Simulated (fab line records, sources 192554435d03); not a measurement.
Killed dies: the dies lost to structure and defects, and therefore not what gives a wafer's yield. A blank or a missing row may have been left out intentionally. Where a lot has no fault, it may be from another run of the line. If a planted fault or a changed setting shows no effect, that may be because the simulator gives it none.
Which tool was responsible? | flow n5_finfet | 72 wafers from 24 lots sampled at 6 of the route's 1938 steps

WHAT THE GAUGES SHOWED, per wafer
N5_BEOL_M5_OVL_MEAS_12.
lot  | measured     | on         | M5_OVL (nm)
L074 | day 8 01:26  | overlay-01 | 1.1 1.2 0.6
L075 | day 8 09:58  | overlay-01 | 0.1 -0.5 -1.1
L076 | day 8 15:08  | overlay-01 | -1.0 -2.0 -1.5
L077 | day 8 15:10  | overlay-01 | -0.8 0.8 -0.1
L078 | day 9 02:59  | overlay-02 | -0.1 0.1 -0.3
L079 | day 9 05:29  | overlay-01 | 0.3 0.2 0.0
L080 | day 9 15:26  | overlay-02 | 0.7 0.6 0.1
L081 | day 9 21:17  | overlay-01 | -1.5 0.6 -0.1
L082 | day 9 21:28  | overlay-01 | 0.0 -0.4 -0.9
L083 | day 10 00:31 | overlay-02 | -0.5 -0.4 -0.8
L085 | day 10 06:35 | overlay-01 | -1.5 -0.4 -0.5
L084 | day 10 09:19 | overlay-02 | -0.1 -0.3 0.6
L086 | day 11 05:31 | overlay-01 | 0.0 -0.2 -0.2
L089 | day 11 11:50 | overlay-02 | 0.3 1.1 0.7
L087 | day 11 15:00 | overlay-02 | 0.4 0.9 0.6
L088 | day 12 05:09 | overlay-01 | 0.6 0.9 0.7
L091 | day 12 08:40 | overlay-01 | -0.1 -0.6 -0.6
L090 | day 13 00:34 | overlay-01 | -0.5 -1.1 0.6
L092 | day 13 09:08 | overlay-01 | 0.9 0.0 0.3
L093 | day 14 03:28 | overlay-01 | -1.3 -1.0 -0.8
L094 | day 14 07:16 | overlay-02 | 1.1 0.3 0.1
L096 | day 14 07:20 | overlay-02 | 1.1 1.4 0.7
L097 | day 15 00:28 | overlay-02 | 0.6 -0.6 -0.2
L095 | day 15 09:54 | overlay-01 | -1.1 -1.1 -1.2

WHAT TOOL EACH LOT RAN ON (gives the tool, then ch and the chambers of the sampled wafers, and finally the start)
lot  | N5_BEOL_M4_STRIP_36                | N5_BEOL_M4_ANNEAL_82         | N5_BEOL_M4_ANNEAL_89         | N5_BEOL_M4_ANNEAL_91         | N5_BEOL_M4_SPUTTER_96
L074 | rie_diel-01 ch 1,2,3, day 7 14:10  | pvd_sputter-03, day 7 16:00  | pvd_sputter-03, day 7 16:26  | pvd_sputter-03, day 7 16:40  | pvd_sputter-03, day 7 17:14
L075 | rie_diel-01 ch 1,2,3, day 8 00:38  | pvd_sputter-01, day 8 02:10  | pvd_sputter-01, day 8 02:36  | pvd_sputter-01, day 8 02:49  | pvd_sputter-01, day 8 03:24
L076 | rie_diel-05 ch 0,1,2, day 8 03:20  | pvd_sputter-01, day 8 04:47  | pvd_sputter-01, day 8 05:13  | pvd_sputter-01, day 8 05:26  | pvd_sputter-01, day 8 06:01
L077 | rie_diel-01 ch 0,3, day 8 04:33    | pvd_sputter-01, day 8 06:37  | pvd_sputter-01, day 8 07:04  | pvd_sputter-01, day 8 07:17  | pvd_sputter-01, day 8 07:52
L078 | rie_diel-01 ch 0,1, day 8 17:41    | pvd_sputter-02, day 8 21:32  | pvd_sputter-02, day 8 21:58  | pvd_sputter-02, day 8 22:11  | pvd_sputter-02, day 8 22:46
L079 | rie_diel-03 ch 1,2, day 8 22:08    | pvd_sputter-01, day 9 00:21  | pvd_sputter-01, day 9 00:47  | pvd_sputter-01, day 9 01:01  | pvd_sputter-01, day 9 01:35
L080 | rie_diel-01 ch 0,1,2, day 9 08:48  | pvd_sputter-02, day 9 10:52  | pvd_sputter-02, day 9 11:18  | pvd_sputter-02, day 9 11:31  | pvd_sputter-02, day 9 12:06
L081 | rie_diel-03 ch 2,3, day 9 12:31    | pvd_sputter-02, day 9 14:40  | pvd_sputter-02, day 9 15:06  | pvd_sputter-02, day 9 15:19  | pvd_sputter-02, day 9 15:54
L082 | rie_diel-01 ch 0,1,2, day 9 13:30  | pvd_sputter-03, day 9 15:55  | pvd_sputter-03, day 9 16:21  | pvd_sputter-03, day 9 16:34  | pvd_sputter-03, day 9 17:09
L083 | rie_diel-01 ch 0,2, day 9 17:08    | pvd_sputter-03, day 9 18:52  | pvd_sputter-03, day 9 19:19  | pvd_sputter-03, day 9 19:32  | pvd_sputter-03, day 9 20:07
L085 | rie_diel-01 ch 0,2,3, day 9 23:50  | pvd_sputter-01, day 10 01:35 | pvd_sputter-01, day 10 02:02 | pvd_sputter-01, day 10 02:15 | pvd_sputter-01, day 10 02:50
L084 | rie_diel-03 ch 0,1,3, day 9 23:53  | pvd_sputter-01, day 10 03:26 | pvd_sputter-01, day 10 03:52 | pvd_sputter-01, day 10 04:05 | pvd_sputter-01, day 10 04:40
L086 | rie_diel-03 ch 0,2, day 10 23:23   | pvd_sputter-03, day 11 01:06 | pvd_sputter-03, day 11 01:32 | pvd_sputter-03, day 11 01:46 | pvd_sputter-03, day 11 02:20
L089 | rie_diel-03 ch 1,2,3, day 11 05:43 | pvd_sputter-01, day 11 07:19 | pvd_sputter-01, day 11 07:45 | pvd_sputter-01, day 11 07:58 | pvd_sputter-01, day 11 08:33
L087 | rie_diel-01 ch 0,3, day 11 05:50   | pvd_sputter-02, day 11 08:56 | pvd_sputter-02, day 11 09:23 | pvd_sputter-02, day 11 09:36 | pvd_sputter-02, day 11 10:11
L088 | rie_diel-05 ch 0,2,3, day 11 20:23 | pvd_sputter-03, day 11 23:34 | pvd_sputter-03, day 12 00:00 | pvd_sputter-03, day 12 00:13 | pvd_sputter-03, day 12 00:48
L091 | rie_diel-05 ch 0,2,3, day 12 01:09 | pvd_sputter-03, day 12 03:11 | pvd_sputter-03, day 12 03:37 | pvd_sputter-03, day 12 03:50 | pvd_sputter-03, day 12 04:25
L090 | rie_diel-05 ch 2,3, day 12 17:37   | pvd_sputter-01, day 12 19:09 | pvd_sputter-01, day 12 19:35 | pvd_sputter-01, day 12 19:49 | pvd_sputter-01, day 12 20:23
L092 | rie_diel-05 ch 0,2,3, day 13 02:43 | pvd_sputter-03, day 13 04:33 | pvd_sputter-03, day 13 04:59 | pvd_sputter-03, day 13 05:13 | pvd_sputter-03, day 13 05:47
L093 | rie_diel-01 ch 0,1,3, day 13 19:34 | pvd_sputter-01, day 13 22:32 | pvd_sputter-01, day 13 22:59 | pvd_sputter-01, day 13 23:12 | pvd_sputter-01, day 13 23:47
L094 | rie_diel-03 ch 3, day 13 23:58     | pvd_sputter-02, day 14 02:02 | pvd_sputter-02, day 14 02:29 | pvd_sputter-02, day 14 02:42 | pvd_sputter-02, day 14 03:17
L096 | rie_diel-01 ch 0,2,3, day 14 00:03 | pvd_sputter-03, day 14 02:05 | pvd_sputter-03, day 14 02:31 | pvd_sputter-03, day 14 02:44 | pvd_sputter-03, day 14 03:19
L097 | rie_diel-05 ch 0,2, day 14 17:35   | pvd_sputter-01, day 14 19:31 | pvd_sputter-01, day 14 19:58 | pvd_sputter-01, day 14 20:11 | pvd_sputter-01, day 14 20:46
L095 | rie_diel-01 ch 2,3, day 15 00:33   | pvd_sputter-03, day 15 03:21 | pvd_sputter-03, day 15 03:47 | pvd_sputter-03, day 15 04:01 | pvd_sputter-03, day 15 04:35
- N5_BEOL_M4_STRIP_36: strips in N2/H2.
- N5_BEOL_M4_ANNEAL_82: time 240 s.
- N5_BEOL_M4_ANNEAL_89: time 240 s.
- N5_BEOL_M4_ANNEAL_91: time 240 s.
- N5_BEOL_M4_SPUTTER_96: material Cu, target thk 4.5 nm, time 8.29 s.

AS READ BY THE TOOLS THEMSELVES (means over the sampled wafers that have a number; for cases with no such wafer, the mark the record gives instead)
N5_BEOL_M4_STRIP_36.
lot  | tool        | drypump_motor_current_A (A) | oes_product_au (a.u.) | rf_vpp_V (V) | showerhead_plenum_p_Torr (Torr) | throttle_valve_pct (%)
L074 | rie_diel-01 | 5.8                         | 0.93                  | 60.8         | 2.63                            | 23.62
L075 | rie_diel-01 | 5.8                         | 0.90                  | 59.9         | 2.63                            | 23.63
L076 | rie_diel-05 | 5.9                         | 0.70                  | 59.6         | 2.50                            | 23.63
L077 | rie_diel-01 | 5.5                         | 0.89                  | 59.4         | 2.69                            | 23.84
L078 | rie_diel-01 | 5.5                         | 0.83                  | 59.2         | 2.64                            | 23.48
L079 | rie_diel-03 | 5.5                         | 0.68                  | 59.7         | 2.49                            | 23.69
L080 | rie_diel-01 | 5.6                         | 0.85                  | 59.7         | 2.61                            | 23.50
L081 | rie_diel-03 | 5.2                         | 0.69                  | 59.7         | 2.45                            | 23.71
L082 | rie_diel-01 | 5.6                         | 0.85                  | 59.1         | 2.61                            | 23.50
L083 | rie_diel-01 | 5.3                         | 0.81                  | 59.3         | 2.63                            | 23.54
L085 | rie_diel-01 | 5.5                         | 0.85                  | 60.4         | 2.65                            | 23.70
L084 | rie_diel-03 | 5.8                         | 0.80                  | 60.6         | 2.51                            | 23.53
L086 | rie_diel-03 | 5.9                         | 0.78                  | 57.8         | 2.57                            | 23.67
L089 | rie_diel-03 | 5.5                         | 0.87                  | 58.3         | 2.46                            | 23.41
L087 | rie_diel-01 | 5.3                         | 0.82                  | 58.9         | 2.67                            | 23.70
L088 | rie_diel-05 | 6.1                         | 0.78                  | 59.7         | 2.57                            | 23.51
L091 | rie_diel-05 | 6.1                         | 0.78                  | 59.1         | 2.57                            | 23.50
L090 | rie_diel-05 | 6.1                         | 0.71                  | 59.4         | 2.47                            | 23.58
L092 | rie_diel-05 | 6.1                         | 0.77                  | 58.5         | 2.57                            | 23.51
L093 | rie_diel-01 | 5.7                         | 0.81                  | 60.8         | 2.64                            | 23.69
L094 | rie_diel-03 | 5.1                         | 0.68                  | 59.0         | 2.39                            | 23.75
L096 | rie_diel-01 | 5.4                         | 0.81                  | 58.8         | 2.63                            | 23.73
L097 | rie_diel-05 | 6.1                         | 0.75                  | 58.3         | 2.64                            | 23.66
L095 | rie_diel-01 | 5.6                         | 0.82                  | 58.9         | 2.61                            | 23.76

N5_BEOL_M4_ANNEAL_82.
lot  | tool           | heater_power_w (W)
L074 | pvd_sputter-03 | 927
L075 | pvd_sputter-01 | 804
L076 | pvd_sputter-01 | 798
L077 | pvd_sputter-01 | 783
L078 | pvd_sputter-02 | 814
L079 | pvd_sputter-01 | 801
L080 | pvd_sputter-02 | 778
L081 | pvd_sputter-02 | 805
L082 | pvd_sputter-03 | 903
L083 | pvd_sputter-03 | 911
L085 | pvd_sputter-01 | 803
L084 | pvd_sputter-01 | 792
L086 | pvd_sputter-03 | 954
L089 | pvd_sputter-01 | 786
L087 | pvd_sputter-02 | 839
L088 | pvd_sputter-03 | 856
L091 | pvd_sputter-03 | 931
L090 | pvd_sputter-01 | 778
L092 | pvd_sputter-03 | 925
L093 | pvd_sputter-01 | 779
L094 | pvd_sputter-02 | 855
L096 | pvd_sputter-03 | 954
L097 | pvd_sputter-01 | 794
L095 | pvd_sputter-03 | 896

N5_BEOL_M4_ANNEAL_89.
lot  | tool           | heater_power_w (W)
L074 | pvd_sputter-03 | 934
L075 | pvd_sputter-01 | 804
L076 | pvd_sputter-01 | 802
L077 | pvd_sputter-01 | 778
L078 | pvd_sputter-02 | 810
L079 | pvd_sputter-01 | 808
L080 | pvd_sputter-02 | 786
L081 | pvd_sputter-02 | 814
L082 | pvd_sputter-03 | 903
L083 | pvd_sputter-03 | 909
L085 | pvd_sputter-01 | 800
L084 | pvd_sputter-01 | 784
L086 | pvd_sputter-03 | 964
L089 | pvd_sputter-01 | 809
L087 | pvd_sputter-02 | 830
L088 | pvd_sputter-03 | 845
L091 | pvd_sputter-03 | 934
L090 | pvd_sputter-01 | 779
L092 | pvd_sputter-03 | 923
L093 | pvd_sputter-01 | 801
L094 | pvd_sputter-02 | 850
L096 | pvd_sputter-03 | 960
L097 | pvd_sputter-01 | 805
L095 | pvd_sputter-03 | 879

N5_BEOL_M4_ANNEAL_91.
lot  | tool           | heater_power_w (W)
L074 | pvd_sputter-03 | 928
L075 | pvd_sputter-01 | 797
L076 | pvd_sputter-01 | 806
L077 | pvd_sputter-01 | 775
L078 | pvd_sputter-02 | 825
L079 | pvd_sputter-01 | 799
L080 | pvd_sputter-02 | 787
L081 | pvd_sputter-02 | 819
L082 | pvd_sputter-03 | 888
L083 | pvd_sputter-03 | 906
L085 | pvd_sputter-01 | 803
L084 | pvd_sputter-01 | 788
L086 | pvd_sputter-03 | 946
L089 | pvd_sputter-01 | 795
L087 | pvd_sputter-02 | 819
L088 | pvd_sputter-03 | 862
L091 | pvd_sputter-03 | 922
L090 | pvd_sputter-01 | 802
L092 | pvd_sputter-03 | 950
L093 | pvd_sputter-01 | 788
L094 | pvd_sputter-02 | 869
L096 | pvd_sputter-03 | 947
L097 | pvd_sputter-01 | 804
L095 | pvd_sputter-03 | 893

N5_BEOL_M4_SPUTTER_96.
lot  | tool           | throttle_valve_pct (%)
L074 | pvd_sputter-03 | 29.1
L075 | pvd_sputter-01 | 31.5
L076 | pvd_sputter-01 | 31.7
L077 | pvd_sputter-01 | 31.1
L078 | pvd_sputter-02 | 30.1
L079 | pvd_sputter-01 | 31.7
L080 | pvd_sputter-02 | 31.4
L081 | pvd_sputter-02 | 30.0
L082 | pvd_sputter-03 | 28.5
L083 | pvd_sputter-03 | 29.4
L085 | pvd_sputter-01 | 31.6
L084 | pvd_sputter-01 | 32.1
L086 | pvd_sputter-03 | 28.8
L089 | pvd_sputter-01 | 31.3
L087 | pvd_sputter-02 | 30.6
L088 | pvd_sputter-03 | 29.5
L091 | pvd_sputter-03 | 28.9
L090 | pvd_sputter-01 | 31.4
L092 | pvd_sputter-03 | 29.0
L093 | pvd_sputter-01 | 31.5
L094 | pvd_sputter-02 | 30.5
L096 | pvd_sputter-03 | 28.4
L097 | pvd_sputter-01 | 31.1
L095 | pvd_sputter-03 | 29.1

THE ANSWER, worked out from the rows above alone
Rule: the lots themselves supply what counts as usual. Put in order of their means at a reading, lots are off if they are a third of the lots or fewer, leave a main group of 4 or more, and stand apart from it by a gap of 3 or more times the standard deviation of the main group's means; of several such gaps the widest counts. The tables above print the reading to a certain number of digits; a main group whose means all agree to those digits is not used. Also off: a lot with no number at a reading for which 4 or more lots have one. Where the step has rows for the other lots, those lots are counted as sound. After the gauges, taken in route order, come the tools' own readings; for these a lot's mean is taken, as printed above. At the first step where some lot is off, the reading lying furthest off is the one used; lots without a number count as furthest.
Nothing can be told from this: no lot is off at any reading shown.

WHAT THE SIMULATOR HAD PUT IN
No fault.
